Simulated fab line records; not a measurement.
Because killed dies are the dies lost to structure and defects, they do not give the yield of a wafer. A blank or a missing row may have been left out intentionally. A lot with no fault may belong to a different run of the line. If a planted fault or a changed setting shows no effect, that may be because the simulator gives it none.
Matching of chambers / flow n5_finfet / rie_diel-04 running N5_FIN_SAQP_ETCH_67: 4 sister chambers
The step etches SiNx in CH3F/O2, target depth 30 nm. 4 wafers are shown with their chamber, then 10 later ones without.

== EACH WAFER AND ITS CHAMBER ==
wafer=L088.2; chamber=1; showerhead_plenum_p_Torr (Torr)=2.06
wafer=L090.3; chamber=0; showerhead_plenum_p_Torr (Torr)=1.93
wafer=L091.3; chamber=3; showerhead_plenum_p_Torr (Torr)=1.92
wafer=L091.4; chamber=2; showerhead_plenum_p_Torr (Torr)=1.99

== WAFERS MISSING THEIR CHAMBER ==
wafer=L091.5; showerhead_plenum_p_Torr (Torr)=2.05
wafer=L093.1; showerhead_plenum_p_Torr (Torr)=1.99
wafer=L093.3; showerhead_plenum_p_Torr (Torr)=1.92
wafer=L093.4; showerhead_plenum_p_Torr (Torr)=2.05
wafer=L096.1; showerhead_plenum_p_Torr (Torr)=1.91
wafer=L096.4; showerhead_plenum_p_Torr (Torr)=1.99
wafer=L096.6; showerhead_plenum_p_Torr (Torr)=1.93
wafer=L097.4; showerhead_plenum_p_Torr (Torr)=1.93
wafer=L097.5; showerhead_plenum_p_Torr (Torr)=1.93
wafer=L097.6; showerhead_plenum_p_Torr (Torr)=1.91

== WHICH CHAMBER EACH ONE RAN IN ==
wafer=L091.5; from the rows above=1; in truth=1
wafer=L093.1; from the rows above=2; in truth=2
wafer=L093.3; from the rows above=can't be placed: 3 or 0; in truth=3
wafer=L093.4; from the rows above=1; in truth=1
wafer=L096.1; from the rows above=can't be placed: 3 or 0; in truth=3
wafer=L096.4; from the rows above=2; in truth=2
wafer=L096.6; from the rows above=can't be placed: 0 or 3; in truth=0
wafer=L097.4; from the rows above=can't be placed: 0 or 3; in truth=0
wafer=L097.5; from the rows above=can't be placed: 0 or 3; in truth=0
wafer=L097.6; from the rows above=can't be placed: 3 or 0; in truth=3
Placed correctly: 4 of 10. Can't be placed from these rows: 6 (the true chamber is among the candidates in 6). 0 placed wrongly.
How it was worked out, from the rows above alone: a wafer's distance from a chamber is the root of the sum, over the readings, of the square of ((its reading less the chamber's mean) divided by the reading's scatter). If the next closest chamber is less than 2 further off than the closest, the wafer can't be placed; otherwise it belongs to the closest. For every chamber, the mean is computed from those of its wafers that are shown. The scatter: with one shown wafer a chamber, the root of the mean of the squares of how far each hidden wafer lies from its nearest shown one.
